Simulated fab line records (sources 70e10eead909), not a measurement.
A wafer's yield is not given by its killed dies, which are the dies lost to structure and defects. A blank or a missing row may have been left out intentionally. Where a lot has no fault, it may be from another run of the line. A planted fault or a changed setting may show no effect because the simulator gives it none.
Commonality check across tools	flow nand harc	14 lots, 42 wafers sampled

## WHY THIS WAS OPENED
At NHARC_A_ONON_D2_THK_MEAS_02 the reading thk nm is flagged on 2 of 14 lots. Fault-free wafers read 1002 nm, with a standard deviation of 10.
Rule: a lot is flagged in two cases, either no wafer of it has a number, or all its wafers with numbers fall more than 4 standard deviations from that mean. The other lots count as sound.

lot	measured	on	thk nm (nm), wafer by wafer	flag
L243	day 12 07:24	film metro-01	1006 1009 1006	
L245	day 13 02:03	film metro-01	985 984 983	
L246	day 13 16:58	film metro-02	977 978 976	
L250	day 14 20:31	film metro-01	1005 1005 1005	
L252	day 15 16:03	film metro-02	1007 1008 1008	
L254	day 16 19:51	film metro-01	1609 1608 1610	FLAGGED
L256	day 17 14:23	film metro-02	1592 1591 1592	FLAGGED
L255	day 17 14:26	film metro-01	1006 1007 1007	
L260	day 19 08:37	film metro-02	990 992 993	
L264	day 20 17:17	film metro-02	1003 1004 1004	
L263	day 20 17:23	film metro-01	998 996 996	
L262	day 20 17:28	film metro-02	1005 1004 1005	
L265	day 21 10:34	film metro-02	996 994 995	
L266	day 22 01:25	film metro-01	1010 1009 1010	
The mean of the flagged lots' numbers is 1600 nm, +598 nm from the usual (+60 standard deviations).

## WHICH TOOL RAN EACH LOT
2 process steps preceding the reading are held in the record, out of 1302 steps in the route. Cell contents, in order: the tool; ch with the chambers the sampled wafers went through; the start.
lot	flag	NHARC_A_DECK1_JOINT_CMP_13	NHARC_A_ONON_D2_DEP_00
L243		cmp-03 ch 0,3, day 11 05:29	pecvd onon-03 ch 0, day 12 07:04
L245		cmp-04 ch 2,3, day 12 01:47	pecvd onon-03 ch 0, day 13 01:32
L246		cmp-04 ch 0,1,3, day 12 15:50	pecvd onon-03 ch 0, day 13 16:27
L250		cmp-03 ch 1,2,3, day 13 20:23	pecvd onon-03 ch 0, day 14 20:01
L252		cmp-01 ch 0,2,3, day 14 15:58	pecvd onon-03 ch 0, day 15 15:32
L254	FLAGGED	cmp-04 ch 0,3, day 15 18:00	pecvd onon-03 ch 0, day 16 19:27
L256	FLAGGED	cmp-01 ch 0,1,3, day 16 17:01	pecvd onon-03 ch 0, day 17 13:53
L255		cmp-04 ch 0,2,3, day 16 12:51	pecvd onon-02 ch 0, day 17 13:58
L260		cmp-03 ch 1,2, day 18 05:55	pecvd onon-02 ch 0, day 19 08:07
L264		cmp-03 ch 0,1, day 19 19:54	pecvd onon-03 ch 0, day 20 16:46
L263		cmp-03 ch 1,3, day 19 16:08	pecvd onon-02 ch 0, day 20 16:56
L262		cmp-01 ch 1,2, day 19 19:53	pecvd onon-01 ch 0, day 20 17:00
L265		cmp-04 ch 0,2,3, day 20 10:12	pecvd onon-03 ch 0, day 21 10:04
L266		cmp-03 ch 1,2,3, day 20 19:14	pecvd onon-03 ch 0, day 22 00:54
What the steps here do:
- NHARC_A_DECK1_JOINT_CMP_13: polishes, target thk 51.023 nm.
- NHARC_A_ONON_D2_DEP_00: target thk 1000 nm.
- NHARC_A_ONON_D2_THK_MEAS_02: measures by ellipsometry.

## FLAGGED OVER TOTAL, TOOL BY TOOL (the gauges that took the reading come last)
step	tool	lots run	flagged	share of the flagged lots	sound lots run after its first flagged lot
NHARC_A_DECK1_JOINT_CMP_13	cmp-01	3	1	some	1 (L262)
NHARC_A_DECK1_JOINT_CMP_13	cmp-03	6	0	none	-
NHARC_A_DECK1_JOINT_CMP_13	cmp-04	5	1	some	2 (L255,L265)
NHARC_A_ONON_D2_DEP_00	pecvd onon-01	1	0	none	-
NHARC_A_ONON_D2_DEP_00	pecvd onon-02	3	0	none	-
NHARC_A_ONON_D2_DEP_00	pecvd onon-03	10	2	all	3 (L264,L265,L266)
NHARC_A_ONON_D2_THK_MEAS_02	film metro-01	7	1	some	3 (L255,L263,L266)
NHARC_A_ONON_D2_THK_MEAS_02	film metro-02	7	1	some	4 (L260,L264,L262,L265)

## WHAT THE TABLE PERMITS
1 row of the table ran every flagged lot: pecvd onon-03 at NHARC_A_ONON_D2_DEP_00.
- pecvd onon-03 at NHARC_A_ONON_D2_DEP_00: 2 of its 10 lots flagged. After the first flagged lot (L264, L265, L266), sound lots still ran on it; a lasting fault on the whole tool would not permit that.
Not one row of the table ran every flagged lot while running no sound lot after the first.

## WHAT THE SIMULATOR PUT IN
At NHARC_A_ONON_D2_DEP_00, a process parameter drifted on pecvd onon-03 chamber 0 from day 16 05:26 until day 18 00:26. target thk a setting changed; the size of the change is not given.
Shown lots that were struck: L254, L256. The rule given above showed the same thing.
